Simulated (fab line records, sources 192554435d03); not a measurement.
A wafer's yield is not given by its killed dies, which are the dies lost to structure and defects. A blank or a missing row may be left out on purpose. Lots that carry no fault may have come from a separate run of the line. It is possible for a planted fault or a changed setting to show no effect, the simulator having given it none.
Chamber matching | flow n5-finfet | N5_GATE_CUT_ETCH_58 on rie-diel-05 has 4 sister chambers
The step etches SiNx in CH3F/O2, target depth 17 nm, time 128.6 s. 8 wafers are shown with their chamber, then 11 later ones without.

== WAFERS PAIRED WITH THEIR CHAMBERS ==
wafer  | chamber | drypump-motor-current-A (A) | showerhead-plenum-p-Torr (Torr)
L081.4 | 1       | 5.6                         | 1.98
L081.6 | 3       | 5.8                         | 1.99
L083.6 | 1       | 5.6                         | 1.98
L086.6 | 3       | 5.8                         | 1.98
L087.2 | 0       | 5.8                         | 2.07
L087.3 | 2       | 5.2                         | 2.00
L087.5 | 2       | 5.3                         | 2.00
L090.1 | 0       | 5.8                         | 2.07

== WAFERS WHOSE CHAMBER IS MISSING ==
wafer  | drypump-motor-current-A (A) | showerhead-plenum-p-Torr (Torr)
L090.3 | 5.3                         | 2.00
L090.4 | 5.8                         | 1.98
L092.1 | 5.2                         | 2.00
L092.2 | 5.5                         | 1.98
L092.3 | 5.9                         | 1.98
L094.2 | 5.8                         | 2.06
L094.4 | 5.5                         | 1.98
L094.5 | 5.3                         | 2.00
L097.1 | 5.8                         | 2.06
L097.5 | 5.6                         | 1.97
L097.6 | 5.3                         | 1.99

== CHAMBER TAKEN BY EACH ==
wafer  | from the rows above | in truth
L090.3 | 2                   | 2
L090.4 | 3                   | 3
L092.1 | 2                   | 2
L092.2 | 1                   | 1
L092.3 | 3                   | 3
L094.2 | 0                   | 0
L094.4 | 1                   | 1
L094.5 | 2                   | 2
L097.1 | 0                   | 0
L097.5 | 1                   | 1
L097.6 | 2                   | 2
Placed correctly: 11 of 11. Not placeable from these rows: 0. Wrongly placed: 0.
How it was worked out, from the rows above alone: a wafer's distance from a chamber is the root of the sum, over the readings, of the square of ((its reading less the chamber's mean) divided by the reading's scatter). If the next closest chamber is less than 2 further off than the closest, the wafer can't be placed; otherwise it belongs to the closest. A chamber's mean is the mean of its shown wafers. The scatter: take each reading less its chamber's mean, square it, sum over the shown wafers, divide by the number of wafers less the number of chambers, and take the root.
